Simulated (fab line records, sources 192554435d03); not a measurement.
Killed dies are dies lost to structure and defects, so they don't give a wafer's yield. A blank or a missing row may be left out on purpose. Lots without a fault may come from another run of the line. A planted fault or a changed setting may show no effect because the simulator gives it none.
Chamber matching | flow n5_finfet | N5_BEOL_M4_ALD_98 on ald_sin-01: 4 sister chambers
The step deposits SiO2, target thk 2.5 nm, pulse time 1 s, co reactant pulse time 1 s. 14 wafers are shown with their chamber, then 6 later ones without.

WAFERS WITH THEIR CHAMBER
wafer  | chamber | heater_power_outer_w (W) | heater_power_w (W) | precursor_pulse_height_rel
L840.2 | 2       | 37                       | 77                 | 1.005
L840.5 | 1       | 41                       | 76                 | 1.027
L840.6 | 2       | 38                       | 78                 | 1.003
L841.1 | 3       | 49                       | 89                 | 1.006
L841.2 | 2       | 37                       | 76                 | 1.013
L841.4 | 0       | 43                       | 80                 | 1.035
L846.1 | 3       | 48                       | 89                 | 0.996
L846.2 | 0       | 42                       | 81                 | 1.004
L846.6 | 1       | 41                       | 79                 | 1.000
L849.2 | 3       | 49                       | 93                 | 0.981
L849.5 | 0       | 42                       | 80                 | 0.974
L849.6 | 3       | 49                       | 93                 | 1.021
L858.4 | 2       | 39                       | 78                 | 0.978
L858.5 | 1       | 41                       | 79                 | 1.028

SIGNATURES (means of the wafers above)
reading                    | chamber 0 | chamber 1 | chamber 2 | chamber 3 | scatter within a chamber
heater_power_outer_w       | 42.33     | 41.00     | 37.75     | 48.75     | 0.645
heater_power_w             | 80.33     | 78.00     | 77.25     | 91.00     | 1.59
precursor_pulse_height_rel | 1.00433   | 1.01833   | 0.99975   | 1.00100   | 0.0198
Rule: a wafer's distance from a chamber is the root of the sum, over the readings, of the square of ((its reading less the chamber's mean) divided by the reading's scatter). The wafer belongs to the nearest chamber; if the next one is less than 2 further off, it can't be placed. The scatter: the root of (the sum of the squares of (reading less its chamber's mean) over the shown wafers, divided by (wafers less chambers)).

WAFERS WITHOUT THEIR CHAMBER
wafer  | heater_power_outer_w (W) | heater_power_w (W) | precursor_pulse_height_rel
L862.1 | 39                       | 73                 | 0.989
L862.4 | 36                       | 75                 | 1.000
L862.5 | 47                       | 88                 | 1.005
L861.3 | 35                       | 76                 | 0.966
L861.5 | 46                       | 87                 | 1.026
L861.6 | 36                       | 75                 | 1.022

WHICH CHAMBER EACH WENT THROUGH
wafer  | from the rows above     | in truth
L862.1 | can't be placed: 2 or 1 | 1
L862.4 | 2                       | 2
L862.5 | 3                       | 3
L861.3 | 2                       | 2
L861.5 | 3                       | 3
L861.6 | 2                       | 2
Placed correctly: 5 of 6. Can't be placed from these rows: 1 (the true chamber is among the candidates in 1). Placed wrongly: 0.
